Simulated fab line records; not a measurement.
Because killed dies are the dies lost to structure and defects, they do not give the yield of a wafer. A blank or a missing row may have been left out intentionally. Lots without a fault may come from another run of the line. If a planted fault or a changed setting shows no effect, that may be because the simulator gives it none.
Which of the tools did it? / flow n5-finfet / 36 wafers from 12 lots sampled at 3 of the route's 1938 steps

== WHAT THE GAUGES READ, wafer by wafer ==
N5_BEOL_M8_THK_MEAS_53: measures by xrf.
lot=L077; measured=day 10 01:30; on=film-metro-02; M8_THK (nm)=77.7 79.4 78.4
lot=L075; measured=day 10 09:38; on=film-metro-01; M8_THK (nm)=78.5 78.3 77.6
lot=L079; measured=day 10 19:14; on=film-metro-01; M8_THK (nm)=77.2 77.9 76.5
lot=L081; measured=day 10 20:37; on=film-metro-02; M8_THK (nm)=78.9 78.0 79.8
lot=L083; measured=day 11 13:58; on=film-metro-01; M8_THK (nm)=79.4 78.8 78.8
lot=L086; measured=day 12 14:32; on=film-metro-01; M8_THK (nm)=77.6 78.0 77.2
lot=L088; measured=day 13 00:46; on=film-metro-02; M8_THK (nm)=77.5 77.9 76.0
lot=L087; measured=day 13 02:04; on=film-metro-02; M8_THK (nm)=80.1 79.8 80.8
lot=L091; measured=day 13 17:34; on=film-metro-01; M8_THK (nm)=79.0 79.7 80.3
lot=L094; measured=day 14 13:19; on=film-metro-02; M8_THK (nm)=80.9 78.0 74.3
lot=L096; measured=day 14 20:45; on=film-metro-01; M8_THK (nm)=75.4 80.8 78.8
lot=L097; measured=day 15 19:32; on=film-metro-02; M8_THK (nm)=77.4 78.3 82.5

== WHAT TOOL EACH LOT RAN ON (gives the tool, then ch and the chambers of the sampled wafers, and finally the start) ==
lot=L077; N5_BEOL_M8_PRE_CLEAN_45=pvd-sputter-01, day 10 00:08; N5_BEOL_M8_SPUTTER_48=pvd-sputter-02, day 10 00:41
lot=L075; N5_BEOL_M8_PRE_CLEAN_45=pvd-sputter-01, day 10 08:18; N5_BEOL_M8_SPUTTER_48=pvd-sputter-01, day 10 08:49
lot=L079; N5_BEOL_M8_PRE_CLEAN_45=pvd-sputter-02, day 10 17:45; N5_BEOL_M8_SPUTTER_48=pvd-sputter-03, day 10 18:26
lot=L081; N5_BEOL_M8_PRE_CLEAN_45=pvd-sputter-03, day 10 19:08; N5_BEOL_M8_SPUTTER_48=pvd-sputter-03, day 10 19:43
lot=L083; N5_BEOL_M8_PRE_CLEAN_45=pvd-sputter-03, day 11 12:23; N5_BEOL_M8_SPUTTER_48=pvd-sputter-03, day 11 13:07
lot=L086; N5_BEOL_M8_PRE_CLEAN_45=pvd-sputter-01, day 12 13:08; N5_BEOL_M8_SPUTTER_48=pvd-sputter-03, day 12 13:44
lot=L088; N5_BEOL_M8_PRE_CLEAN_45=pvd-sputter-03, day 12 22:58; N5_BEOL_M8_SPUTTER_48=pvd-sputter-02, day 12 23:58
lot=L087; N5_BEOL_M8_PRE_CLEAN_45=pvd-sputter-03, day 13 00:35; N5_BEOL_M8_SPUTTER_48=pvd-sputter-03, day 13 01:15
lot=L091; N5_BEOL_M8_PRE_CLEAN_45=pvd-sputter-03, day 13 15:54; N5_BEOL_M8_SPUTTER_48=pvd-sputter-03, day 13 16:46
lot=L094; N5_BEOL_M8_PRE_CLEAN_45=pvd-sputter-01, day 14 11:22; N5_BEOL_M8_SPUTTER_48=pvd-sputter-02, day 14 12:03
lot=L096; N5_BEOL_M8_PRE_CLEAN_45=pvd-sputter-03, day 14 19:06; N5_BEOL_M8_SPUTTER_48=pvd-sputter-03, day 14 19:55
lot=L097; N5_BEOL_M8_PRE_CLEAN_45=pvd-sputter-03, day 15 17:45; N5_BEOL_M8_SPUTTER_48=pvd-sputter-02, day 15 18:37
- N5_BEOL_M8_PRE_CLEAN_45: time 30 s.
- N5_BEOL_M8_SPUTTER_48: material Cu, target thk 10 nm, time 1.667 s.

== THE ANSWER, worked out from the rows above alone ==
Rule: what is usual is taken from the lots themselves. Put in order of their means at a reading, lots are off if they are a third of the lots or fewer, leave a main group of 4 or more, and stand apart from it by a gap of 3 or more times the standard deviation of the main group's means; of several such gaps the widest counts. If all means in a main group match to the digits the tables above print for the reading, that group is not used. Also off: a lot with no number at a reading for which 4 or more lots have one. Any other lot the step has rows for is counted as sound.
No lot is off on any of the readings shown, so nothing can be concluded from this.

== WHAT THE SIMULATOR HAD PUT IN ==
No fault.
